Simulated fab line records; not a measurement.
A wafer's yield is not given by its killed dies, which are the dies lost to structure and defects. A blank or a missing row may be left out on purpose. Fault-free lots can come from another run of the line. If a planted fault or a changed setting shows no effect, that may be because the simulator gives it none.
The tool behind it: which one? | flow nand-harc | 12 lots with 36 wafers sampled at 4 steps, on a route of 1159 steps

## WHAT EACH GAUGE READ, for each wafer
NHARC_P_ZERO_WELL_CD_MEAS_52: target cd 2000 nm.
lot  | measured    | on        | cd-nm (nm)
L731 | day 1 17:47 | cd-sem-03 | 1999.2 1998.3 1999.8
L732 | day 1 23:56 | cd-sem-01 | 1999.7 1997.2 2000.0
L736 | day 2 23:40 | cd-sem-03 | 2001.1 1997.6 1998.4
L738 | day 3 11:38 | cd-sem-01 | 1950.0 1948.3 1953.4
L741 | day 4 05:54 | cd-sem-02 | 1997.5 2001.8 2002.6
L746 | day 5 11:55 | cd-sem-01 | 1994.0 1999.9 1998.9
L747 | day 5 17:31 | cd-sem-03 | 1998.0 2001.7 1996.4
L749 | day 6 05:52 | cd-sem-03 | 2002.4 1996.5 2001.1
L750 | day 6 11:36 | cd-sem-01 | 1997.0 1995.1 1998.1
L751 | day 6 17:29 | cd-sem-02 | 2001.0 2000.5 2003.6
L753 | day 7 05:44 | cd-sem-03 | 2000.1 1997.5 1999.6
L754 | day 7 11:29 | cd-sem-03 | 1999.4 1996.8 1999.7

NHARC_P_GATE_OVL_MEAS_27.
lot  | measured     | on         | overlay-x-nm (nm) | overlay-y-nm (nm)
L731 | day 4 20:28  | overlay-02 | 1.0 1.3 0.8       | -0.4 -0.5 -0.8
L732 | day 4 20:44  | overlay-01 | -0.7 -1.2 -1.1    | -0.8 -0.7 -0.4
L736 | day 5 16:55  | overlay-01 | 0.1 -0.1 0.2      | -0.2 -0.4 -0.2
L738 | day 6 09:55  | overlay-01 | -1.1 -0.7 -1.0    | -0.3 -0.3 -1.0
L741 | day 7 07:57  | overlay-02 | -0.5 -1.0 -0.2    | 0.8 0.7 0.0
L746 | day 8 19:33  | overlay-01 | -1.5 -1.1 -1.4    | 0.1 -0.1 0.2
L747 | day 8 20:11  | overlay-01 | -0.9 -0.8 -0.8    | -0.4 0.0 -0.2
L749 | day 9 01:38  | overlay-01 | 0.1 0.6 0.7       | -0.1 -0.7 -0.6
L750 | day 9 07:56  | overlay-01 | 0.1 -0.6 -0.2     | 0.1 -0.1 0.0
L751 | day 9 16:04  | overlay-02 | 1.3 0.6 0.9       | -0.7 -0.6 -0.6
L753 | day 10 06:47 | overlay-01 | 0.0 0.4 -0.1      | -1.8 -1.0 -1.6
L754 | day 10 06:56 | overlay-01 | -0.4 -0.2 0.6     | -0.1 -1.0 -0.2

## TOOL THAT RAN EACH LOT (tool first, then ch and the chambers of the sampled wafers, then the start)
lot  | NHARC_P_ZERO_WELL_EXPOSE_49      | NHARC_P_STI_ETCH_31
L731 | krf-scanner-02 ch 0, day 1 17:38 | rie-diel-06 ch 0,1, day 4 20:28 or earlier
L732 | krf-scanner-03 ch 0, day 1 23:46 | rie-diel-03 ch 2,3, day 4 20:44 or earlier
L736 | krf-scanner-03 ch 0, day 2 23:30 | rie-diel-03 ch 1,2,3, day 5 16:55 or earlier
L738 | krf-scanner-03 ch 0, day 3 11:29 | rie-diel-05 ch 1,2,3, day 6 09:55 or earlier
L741 | krf-scanner-02 ch 0, day 4 05:45 | rie-diel-03 ch 0,1,3, day 7 07:57 or earlier
L746 | krf-scanner-04 ch 0, day 5 11:45 | rie-diel-03 ch 0,1,2, day 8 19:33 or earlier
L747 | krf-scanner-04 ch 0, day 5 17:22 | rie-diel-06 ch 0,1, day 8 20:11 or earlier
L749 | krf-scanner-03 ch 0, day 6 05:43 | rie-diel-06 ch 0,1,2, day 9 01:38 or earlier
L750 | krf-scanner-03 ch 0, day 6 11:27 | rie-diel-05 ch 0,2, day 9 07:56 or earlier
L751 | krf-scanner-02 ch 0, day 6 17:20 | rie-diel-06 ch 1,3, day 9 16:04 or earlier
L753 | krf-scanner-03 ch 0, day 7 05:35 | rie-diel-06 ch 0,1,2, day 10 06:47 or earlier
L754 | krf-scanner-03 ch 0, day 7 11:20 | rie-diel-06 ch 1,3, day 10 06:56 or earlier
- NHARC_P_ZERO_WELL_EXPOSE_49: exposes mask P HVPW, target cd 2000 nm.
- NHARC_P_STI_ETCH_31: etches the open film in CF4/CHF3, target depth 108.9 nm, time 54.5 s.

## WHAT THE TOOLS THEMSELVES READ (means of the sampled wafers that have a number; where no wafer has one, the mark that the record gives instead)
NHARC_P_STI_ETCH_31.
lot  | tool        | drypump-motor-current-A (A) | oes-product-au (a.u.) | rf-vpp-V (V) | showerhead-plenum-p-Torr (Torr) | throttle-valve-pct (%)
L731 | rie-diel-06 | 6.0                         | 0.963                 | 370.7        | 1.59                            | 16.804
L732 | rie-diel-03 | 5.7                         | 0.950                 | 368.5        | 1.51                            | 16.796
L736 | rie-diel-03 | 5.5                         | 0.955                 | 368.7        | 1.54                            | 16.802
L738 | rie-diel-05 | 5.6                         | 0.973                 | 370.1        | 1.56                            | 16.801
L741 | rie-diel-03 | 5.7                         | 0.952                 | 370.8        | 1.56                            | 16.799
L746 | rie-diel-03 | 5.8                         | 0.960                 | 371.1        | 1.58                            | 16.799
L747 | rie-diel-06 | 6.1                         | 0.960                 | 369.7        | 1.58                            | 16.798
L749 | rie-diel-06 | 6.2                         | 0.966                 | 370.5        | 1.56                            | 16.798
L750 | rie-diel-05 | 6.0                         | 0.978                 | 370.0        | 1.57                            | 16.804
L751 | rie-diel-06 | 6.4                         | 0.968                 | 368.6        | 1.54                            | 16.797
L753 | rie-diel-06 | 6.2                         | 0.952                 | 369.3        | 1.56                            | 16.798
L754 | rie-diel-06 | 6.4                         | 0.952                 | 368.3        | 1.52                            | 16.807

## THE ANSWER, worked out from the rows above alone
Rule: the lots themselves supply what counts as usual. Put in order of their means at a reading, lots are off if they are a third of the lots or fewer, leave a main group of 4 or more, and stand apart from it by a gap of 3 or more times the standard deviation of the main group's means; of several such gaps the widest counts. The tables above print the reading to a certain number of digits; a main group whose means all agree to those digits is not used. A lot without any number at a reading at which 4 lots or more have one is off too. Where the step has rows for the other lots, those lots are counted as sound. Order of review: gauges by route order, followed by the tools' own readings, for which a lot's mean as printed above is used. The first step at which some lot is off is used, and at that step the reading that is off furthest; a lot without a number counts as furthest.
Off: L738, at NHARC_P_ZERO_WELL_CD_MEAS_52 (cd-nm). The main group: mean 1999.1 nm, standard deviation 1.3.
If a tool, at a process step before that reading, ran all the lots that are off and no sound lot after the first of them, it fits. The gauges at NHARC_P_ZERO_WELL_CD_MEAS_52 are tried like those tools. Of those tried, none fits.

## WHAT WAS PUT IN BY THE SIMULATOR
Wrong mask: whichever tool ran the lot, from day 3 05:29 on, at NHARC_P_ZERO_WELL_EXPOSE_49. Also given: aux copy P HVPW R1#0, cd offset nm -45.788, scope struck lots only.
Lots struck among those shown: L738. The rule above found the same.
